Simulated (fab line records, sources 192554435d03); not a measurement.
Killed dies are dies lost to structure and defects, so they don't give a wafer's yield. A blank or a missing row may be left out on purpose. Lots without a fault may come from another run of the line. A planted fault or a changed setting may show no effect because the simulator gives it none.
Split-lot experiment | flow n5_finfet | 7 lots, 21 wafers read, on a route of 1938 steps

THE SPLIT
At N5_MOL_CONTACT_COAG_PECVD_31 (deposits SiO2 from TEOS/O2, target thk 46 nm, time 8.9 s), the setting temp_c was moved away from the recipe's 400 C on 8 of the 21 wafers read, by -3.7% to +4.5%. The other wafers ran this setting at the recipe's value.

FROM THE SPLIT TO THE READING: what the file shows between them, 4 steps
- N5_MOL_CONTACT_COAG_COAT_75: time 60 s, resist thk 60 nm
- N5_MOL_CONTACT_COAG_COAT_76: time 60 s, resist thk 10 nm
- N5_MOL_CONTACT_COAG_ETCHBACK_135: etches SiO2 in CHF3, target depth 25 nm, time 16.7 s
- N5_MOL_CONTACT_COAG_STRIP_118: strips in CHF3

THE READING
etch.depth_nm (the simulator's own value, which no gauge read), in nm, at N5_MOL_CONTACT_COAG_VIA_ETCH_46 (etches SiO2 in C4F6/O2, target depth 46 nm, overetch 9.2 nm, time 40 s). The file gives no usual value for it. The 13 wafers here that ran the recipe average 45.96 nm, standard deviation 0.55 nm.

wafer  | tool, chamber at the split | temp_c as run, C | against the recipe | etch.depth_nm, nm | against lot-mates on the recipe
L074.1 | pecvd-04, 1                | 400              | recipe             | 45.57             | -
L074.2 | pecvd-04, 2                | 417.9            | +4.5%              | 40.52             | -5.05
L074.4 | pecvd-04, 2                | 417.9            | +4.5%              | 41.48             | -4.09
L076.4 | pecvd-03, 2                | 391.3            | -2.2%              | 49.51             | +3.57
L076.5 | pecvd-03, 1                | 400              | recipe             | 45.94             | -
L076.6 | pecvd-03, 0                | 391.3            | -2.2%              | 49.16             | +3.22
L078.2 | pecvd-03, 2                | 400              | recipe             | 45.49             | -
L078.4 | pecvd-03, 2                | 386.2            | -3.4%              | 50.92             | +4.64
L078.6 | pecvd-03, 0                | 400              | recipe             | 47.06             | -
L084.2 | pecvd-04, 2                | 400              | recipe             | 45.76             | -
L084.5 | pecvd-04, 0                | 400              | recipe             | 45.96             | -
L084.6 | pecvd-04, 1                | 400              | recipe             | 46.4              | -
L087.1 | pecvd-03, 1                | 400              | recipe             | 44.79             | -
L087.5 | pecvd-03, 0                | 411.9            | +3.0%              | 42.93             | -2.73
L087.6 | pecvd-03, 2                | 400              | recipe             | 46.52             | -
L090.1 | pecvd-02, 0                | 385              | -3.7%              | 49.12             | +3.37
L090.3 | pecvd-02, 2                | 400              | recipe             | 45.62             | -
L090.6 | pecvd-02, 1                | 400              | recipe             | 45.89             | -
L095.2 | pecvd-03, 2                | 388.4            | -2.9%              | 49.29             | +3.06
L095.4 | pecvd-03, 2                | 400              | recipe             | 46.52             | -
L095.6 | pecvd-03, 1                | 400              | recipe             | 45.93             | -

THE FIT
A straight line over all 21 wafers: etch.depth_nm changes by -1.15 nm for each +1% of temp_c; r = -0.97; the points scatter about the line by 0.66 nm.
The same after taking each lot's own level away (the mean of its wafers on the recipe; 21 wafers): -1.09 nm for each +1%; r = -0.97; scatter 0.61 nm.
On that fit, the largest move of temp_c shifts the reading by 4.9 nm.
The lots' own levels span 45.570 to 46.275 nm, that is 1.3 times the standard deviation above.
So the lot-to-lot level changes the slope little: the two slopes agree.
Check: with one of the wafers moved furthest among these (+4.5%) left out of the fit, the line predicts -4.59 nm for it against its lot-mates. It came out at -5.05 nm against them.

THE WHOLE CHAIN: every reading that the file lists as answering this split, in the file's order
step                            | what it does                                                           | reading                                                                                   | change (the file's fit)              | r (the file's)
N5_MOL_CONTACT_COAG_PECVD_31    | deposits SiO2 from TEOS/O2, target thk 46 nm, time 8.9 s               | SiO2_of_MOL_CONTACT_COAG_PECVD_31.thk_nm (the simulator's own value, which no gauge read) | -1.09 nm for each +1% of the setting | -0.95
N5_MOL_CONTACT_COAG_VIA_ETCH_46 | etches SiO2 in C4F6/O2, target depth 46 nm, overetch 9.2 nm, time 40 s | etch.depth_nm (the simulator's own value, which no gauge read)                            | -1.08 nm for each +1% of the setting | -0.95

THE FILE'S OWN FIT
etch.depth_nm changes by -1.08 nm for each +1% of temp_c, r = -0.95.
